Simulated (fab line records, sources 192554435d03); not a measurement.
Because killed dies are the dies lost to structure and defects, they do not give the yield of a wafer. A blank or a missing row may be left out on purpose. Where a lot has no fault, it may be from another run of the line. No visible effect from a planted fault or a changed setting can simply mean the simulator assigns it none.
Split-lot experiment :: flow n5-finfet :: 7 lots, 21 wafers read, on a route of 1938 steps

## SPLIT DETAILS
At N5_GATE_CUT_ETCH_56 (etches TiN in Cl2/Ar, target depth 21.6 nm), the setting icp-w was moved away from the recipe's 600 W on 10 of the 21 wafers read, by -10.2% to +14.0%. All remaining wafers had this setting at the recipe value.

The reading is taken at the split's own step.

## THE READING
etch.depth-nm (the simulator's own value, which no gauge read), in nm, at N5_GATE_CUT_ETCH_56 (etches TiN in Cl2/Ar, target depth 21.6 nm). The file gives no usual value for it. Here, 11 wafers ran the recipe; their average is 20.98 nm with a standard deviation of 0.66 nm.

wafer: L075.3
tool, chamber at the split: rie-metal-02, 0
icp-w as run, W: 572.8
against the recipe: -4.5%
etch.depth-nm, nm: 19.59
against lot-mates on the recipe: -0.92

wafer: L075.4
tool, chamber at the split: rie-metal-02, 1
icp-w as run, W: 600
against the recipe: recipe
etch.depth-nm, nm: 20.44
against lot-mates on the recipe: -

wafer: L075.5
tool, chamber at the split: rie-metal-02, 1
icp-w as run, W: 600
against the recipe: recipe
etch.depth-nm, nm: 20.58
against lot-mates on the recipe: -

wafer: L076.2
tool, chamber at the split: rie-metal-02, 0
icp-w as run, W: 600
against the recipe: recipe
etch.depth-nm, nm: 20.33
against lot-mates on the recipe: -

wafer: L076.3
tool, chamber at the split: rie-metal-02, 1
icp-w as run, W: 600
against the recipe: recipe
etch.depth-nm, nm: 20.48
against lot-mates on the recipe: -

wafer: L076.6
tool, chamber at the split: rie-metal-02, 0
icp-w as run, W: 600
against the recipe: recipe
etch.depth-nm, nm: 20.36
against lot-mates on the recipe: -

wafer: L085.2
tool, chamber at the split: rie-metal-03, 0
icp-w as run, W: 550.3
against the recipe: -8.3%
etch.depth-nm, nm: 21.02
against lot-mates on the recipe: -1.58

wafer: L085.3
tool, chamber at the split: rie-metal-03, 0
icp-w as run, W: 550.3
against the recipe: -8.3%
etch.depth-nm, nm: 20.97
against lot-mates on the recipe: -1.63

wafer: L085.5
tool, chamber at the split: rie-metal-03, 0
icp-w as run, W: 600
against the recipe: recipe
etch.depth-nm, nm: 22.6
against lot-mates on the recipe: -

wafer: L086.3
tool, chamber at the split: rie-metal-02, 1
icp-w as run, W: 669.9
against the recipe: +11.7%
etch.depth-nm, nm: 22.78
against lot-mates on the recipe: +1.88

wafer: L086.4
tool, chamber at the split: rie-metal-02, 0
icp-w as run, W: 600
against the recipe: recipe
etch.depth-nm, nm: 20.71
against lot-mates on the recipe: -

wafer: L086.6
tool, chamber at the split: rie-metal-02, 1
icp-w as run, W: 600
against the recipe: recipe
etch.depth-nm, nm: 21.09
against lot-mates on the recipe: -

wafer: L087.1
tool, chamber at the split: rie-metal-03, 0
icp-w as run, W: 666.6
against the recipe: +11.1%
etch.depth-nm, nm: 25.05
against lot-mates on the recipe: +3.64

wafer: L087.2
tool, chamber at the split: rie-metal-03, 1
icp-w as run, W: 600
against the recipe: recipe
etch.depth-nm, nm: 21.41
against lot-mates on the recipe: -

wafer: L087.4
tool, chamber at the split: rie-metal-03, 1
icp-w as run, W: 666.6
against the recipe: +11.1%
etch.depth-nm, nm: 23.58
against lot-mates on the recipe: +2.17

wafer: L090.2
tool, chamber at the split: rie-metal-03, 1
icp-w as run, W: 600
against the recipe: recipe
etch.depth-nm, nm: 21.5
against lot-mates on the recipe: -

wafer: L090.4
tool, chamber at the split: rie-metal-03, 0
icp-w as run, W: 684.2
against the recipe: +14.0%
etch.depth-nm, nm: 25.34
against lot-mates on the recipe: +3.84

wafer: L090.5
tool, chamber at the split: rie-metal-03, 0
icp-w as run, W: 684.2
against the recipe: +14.0%
etch.depth-nm, nm: 25.44
against lot-mates on the recipe: +3.94

wafer: L096.1
tool, chamber at the split: rie-metal-03, 0
icp-w as run, W: 538.9
against the recipe: -10.2%
etch.depth-nm, nm: 20.31
against lot-mates on the recipe: -0.94

wafer: L096.2
tool, chamber at the split: rie-metal-03, 1
icp-w as run, W: 538.9
against the recipe: -10.2%
etch.depth-nm, nm: 19.4
against lot-mates on the recipe: -1.85

wafer: L096.3
tool, chamber at the split: rie-metal-03, 1
icp-w as run, W: 600
against the recipe: recipe
etch.depth-nm, nm: 21.25
against lot-mates on the recipe: -

THE FIT
A straight line over all 21 wafers: etch.depth-nm changes by +0.209 nm for each +1% of icp-w; r = +0.86; the points scatter about the line by 0.95 nm.
The same after taking each lot's own level away (the mean of its wafers on the recipe; 21 wafers): +0.22 nm for each +1%; r = +0.96; scatter 0.49 nm.
The reading moves by 3.1 nm for the largest change in icp-w, on that fit.
The span of the lots' own levels, 20.390 to 22.600 nm, comes to 3.4 times the standard deviation stated above.
Hence the lot-to-lot level has little effect on the slope; both slopes agree.
Check: with one of the wafers moved furthest among these (+14.0%) left out of the fit, the line predicts +3.14 nm for it against its lot-mates. It came out at +3.84 nm against them.

## OTHER SPLITS ON THESE WAFERS
These wafers also went through other splits before the reading. Each is held against what the fit with the lots' levels taken away leaves over:
other split on the same wafers: N5_HKMG_FIN_DEVELOP_48 develop-time-s
wafers away from the commonest value: 6
r with etch.depth-nm (lot level and that fit taken away): -0.07

## THE FILE'S OWN FIT
etch.depth-nm changes by +0.217 nm for each +1% of icp-w, r = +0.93.
